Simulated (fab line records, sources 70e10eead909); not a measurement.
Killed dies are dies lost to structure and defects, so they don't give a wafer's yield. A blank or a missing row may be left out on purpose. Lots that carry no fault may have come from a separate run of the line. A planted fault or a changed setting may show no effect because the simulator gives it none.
Chamber matching    flow nandHarc    rieDiel-02 running NHARC_P_M2_STRIP_18: 4 sister chambers
The step strips in N2/H2. 14 wafers are shown with their chamber, then 7 later ones without.

## WAFERS, EACH WITH ITS CHAMBER
wafer   chamber  drypumpMotorCurrentA (A)  oesProductAu (a.u.)  throttleValvePct (%)
L074.1  3        5.7                       0.995                14.173
L074.2  0        5.5                       1.022                14.159
L074.6  2        5.4                       1.000                14.176
L075.2  3        5.7                       0.998                14.184
L075.3  1        5.7                       0.988                14.173
L075.4  0        5.5                       1.005                14.163
L077.2  0        5.5                       1.001                14.163
L077.4  3        5.7                       0.996                14.178
L077.6  0        5.4                       1.012                14.178
L085.3  2        5.5                       0.999                14.190
L085.5  2        5.5                       1.002                14.175
L085.6  3        5.7                       1.012                14.186
L090.2  2        5.4                       1.003                14.161
L090.3  0        5.5                       1.004                14.162

SIGNATURES (averages over the wafers above)
reading               chamber 0  chamber 1  chamber 2  chamber 3  scatter within a chamber
drypumpMotorCurrentA  5.480      5.700      5.450      5.700      0.0424
oesProductAu          1.00880    0.98800    1.00100    1.00025    0.00694
throttleValvePct      14.16500   14.17300   14.17550   14.18025   0.00865
Rule: a wafer lies at a distance from a chamber equal to the root of the sum of squares, over the readings, of (its reading less the chamber's mean, divided by the reading's scatter). If the next closest chamber is less than 2 further off than the closest, the wafer can't be placed; otherwise it belongs to the closest. How the scatter is found: for the shown wafers, subtract from each reading the mean of its chamber, square and add these, divide the total by (wafers less chambers), then take the root.

## WAFERS WHOSE CHAMBER IS MISSING
wafer   drypumpMotorCurrentA (A)  oesProductAu (a.u.)  throttleValvePct (%)
L090.6  5.7                       0.995                14.176
L094.1  5.7                       0.990                14.181
L094.3  5.5                       1.003                14.173
L094.6  5.7                       1.001                14.169
L097.2  5.5                       0.993                14.167
L097.4  5.7                       0.994                14.168
L097.5  5.5                       1.012                14.172

## CHAMBER TAKEN BY EACH
wafer   from the rows above      in truth
L090.6  can't be placed: 3 or 1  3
L094.1  can't be placed: 1 or 3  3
L094.3  can't be placed: 2 or 0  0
L094.6  can't be placed: 3 or 1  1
L097.2  can't be placed: 2 or 0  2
L097.4  can't be placed: 1 or 3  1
L097.5  can't be placed: 0 or 2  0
Correctly placed: 0 of 7. From these rows, 7 cannot be placed; in 7 the true chamber is one of the candidates. Placed wrongly: 0.
